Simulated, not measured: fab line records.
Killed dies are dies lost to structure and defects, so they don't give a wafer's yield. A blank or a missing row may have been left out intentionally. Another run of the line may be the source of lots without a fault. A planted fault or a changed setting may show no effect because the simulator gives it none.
Lot-split experiment | flow n5-finfet | 21 wafers read across 7 lots, on a route 1938 steps long

SPLIT DETAILS
At N5_BEOL_M2_DESCUM_16 (chemistry O2, time 7 s), the setting time-s was moved away from the recipe's 7 s on 11 of the 21 wafers read, by -21.9% to +16.5%. All remaining wafers had this setting at the recipe value.

The split's own step is where the reading is taken.

THE READING
CAR-EUV_of_BEOL_M2_COAT_05.thk-nm (the simulator's own value, which no gauge read), in nm, at N5_BEOL_M2_DESCUM_16 (chemistry O2, time 7 s). There is no usual value for it anywhere in the file. Average 26.1 nm, standard deviation 0.098 nm, over the 10 wafers here run with the recipe.

wafer  | tool, chamber at the split | time-s as run, s | against the recipe | CAR-EUV_of_BEOL_M2_COAT_05.thk-nm, nm | against lot-mates on the recipe
L075.2 | rie-diel-01, 2             | 5.47             | -21.9%             | 26.8                                  | +0.6
L075.5 | rie-diel-01, 0             | 7                | recipe             | 26.2                                  | -
L075.6 | rie-diel-01, 1             | 5.47             | -21.9%             | 27                                    | +0.8
L076.2 | rie-diel-01, 2             | 7                | recipe             | 26                                    | -
L076.5 | rie-diel-01, 3,2           | 7                | recipe             | 26.2                                  | -
L076.6 | rie-diel-01, 3,2           | 7                | recipe             | 26.2                                  | -
L078.1 | rie-diel-03, 1             | 5.683            | -18.8%             | 27                                    | +0.8
L078.6 | rie-diel-03, 1             | 5.683            | -18.8%             | 27                                    | +0.8
L078.3 | rie-diel-03, 0             | 7                | recipe             | 26.2                                  | -
L081.1 | rie-diel-04, 3             | 5.81             | -17.0%             | 26.6                                  | +0.6
L081.6 | rie-diel-04, 3             | 5.81             | -17.0%             | 26.6                                  | +0.6
L081.4 | rie-diel-04, 1             | 7                | recipe             | 26                                    | -
L085.1 | rie-diel-01, 1,3           | 8.157            | +16.5%             | 25.4                                  | -0.8
L085.3 | rie-diel-01, 1,3           | 8.157            | +16.5%             | 25.4                                  | -0.8
L085.6 | rie-diel-01, 0             | 7                | recipe             | 26.2                                  | -
L096.1 | rie-diel-01, 1,3           | 7                | recipe             | 26                                    | -
L096.3 | rie-diel-01, 1,3           | 7                | recipe             | 26                                    | -
L096.4 | rie-diel-01, 0             | 8.118            | +16.0%             | 25.4                                  | -0.6
L097.2 | rie-diel-03, 3             | 7                | recipe             | 26.2                                  | -
L097.3 | rie-diel-03, 1             | 7.584            | +8.3%              | 25.8                                  | -0.4
L097.6 | rie-diel-03, 1             | 7.584            | +8.3%              | 25.8                                  | -0.4
The file does not say which wafer passed through which chamber wherever a row lists several chambers: such a row stands for several wafers.

THE FIT
A straight line over all 21 wafers: CAR-EUV_of_BEOL_M2_COAT_05.thk-nm changes by -0.0394 nm for each +1% of time-s; r = -0.97; the points scatter about the line by 0.11 nm.
The same after taking each lot's own level away (the mean of its wafers on the recipe; 21 wafers): -0.0395 nm for each +1%; r = -0.99; scatter 0.087 nm.
The reading moves by 0.86 nm for the largest change in time-s, on that fit.
Measured against the standard deviation above, the lots' own levels, which go from 26.00 to 26.20 nm, span 2.0 times it.
Hence the lot-to-lot level has little effect on the slope; both slopes agree.
Check: with one of the wafers moved furthest among these (-21.9%) left out of the fit, the line predicts +0.874 nm for it against its lot-mates. It came out at +0.6 nm against them.

OTHER SPLITS ON THESE WAFERS
These wafers also went through other splits before the reading. Each is held against what the fit with the lots' levels taken away leaves over:
other split on the same wafers        | wafers away from the commonest value | r with CAR-EUV_of_BEOL_M2_COAT_05.thk-nm (lot level and that fit taken away)
N5_HKMG_FIN_EXPOSE_46 dose-mj         | 9                                    | +0.10
N5_HKMG_FIN_DEVELOP_48 develop-time-s | 9                                    | +0.05
N5_MOL_CONTACT_COAG_EXPOSE_37 dose-mj | 7                                    | +0.06
N5_BEOL_M0_SAQP_ALD_48 ald-cycles     | 9                                    | -0.35
N5_BEOL_M1_ETCH_70 source-w           | 9                                    | -0.29
N5_BEOL_M1_TRENCH_ETCH_37 bias-w      | 7                                    | -0.13
N5_BEOL_M2_COAT_61 spin-rpm           | 5                                    | -0.58

THE FILE'S OWN FIT
CAR-EUV_of_BEOL_M2_COAT_05.thk-nm changes by -0.0388 nm for each +1% of time-s, r = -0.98.
